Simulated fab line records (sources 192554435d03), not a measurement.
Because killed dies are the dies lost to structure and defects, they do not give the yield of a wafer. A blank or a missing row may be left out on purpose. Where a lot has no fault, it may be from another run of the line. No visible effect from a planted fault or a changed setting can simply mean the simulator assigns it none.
Chamber matching	flow n5Finfet	N5_HKMG_FIN_STRIP_34 on rieDiel-06 has 3 sister chambers
The step strips in CF4. 14 wafers are shown with their chamber, then 6 later ones without.

== EACH WAFER AND ITS CHAMBER ==
wafer	chamber	showerheadPlenumPTorr (Torr)	drypumpMotorCurrentA (A)	oesProductAu (a.u.)
L078.1	3	1.71	6.6	0.70
L078.4	3	1.71	6.6	0.70
L078.5	2	1.73	5.6	0.78
L082.1	1	1.90	6.5	0.87
L082.4	3	1.70	6.6	0.69
L082.6	2	1.73	5.6	0.77
L085.3	1	1.90	6.4	0.87
L085.5	3	1.70	6.6	0.69
L085.6	2	1.73	5.6	0.76
L087.2	2	1.73	5.6	0.76
L087.3	1	1.90	6.5	0.86
L088.5	2	1.73	5.6	0.75
L088.6	1	1.90	6.4	0.86
L090.2	3	1.70	6.6	0.68

SIGNATURES, as means of the wafers listed above
reading	chamber 1	chamber 2	chamber 3	scatter within a chamber
showerheadPlenumPTorr	1.9000	1.7300	1.7040	0.0033
drypumpMotorCurrentA	6.450	5.600	6.600	0.0302
oesProductAu	0.8650	0.7640	0.6920	0.00905
Rule: a wafer's distance from a chamber is the root of the sum, over the readings, of the square of ((its reading less the chamber's mean) divided by the reading's scatter). The wafer belongs to the nearest chamber; if the next one is less than 2 further off, it can't be placed. The scatter is the square root of a quotient: the sum, over the shown wafers, of each reading's squared deviation from its chamber's mean, divided by wafers minus chambers.

== WAFERS WITH NO CHAMBER GIVEN ==
wafer	showerheadPlenumPTorr (Torr)	drypumpMotorCurrentA (A)	oesProductAu (a.u.)
L090.3	1.89	6.4	0.86
L090.6	1.72	5.6	0.76
L091.2	1.72	5.6	0.75
L091.3	1.89	6.5	0.85
L093.1	1.89	6.5	0.84
L093.6	1.89	6.5	0.84

== THE CHAMBER EACH PASSED THROUGH ==
wafer	from the rows above	in truth
L090.3	1	1
L090.6	2	2
L091.2	2	2
L091.3	1	1
L093.1	1	1
L093.6	1	1
Correctly placed: 6 of 6. Not placeable from these rows: 0. 0 placed wrongly.
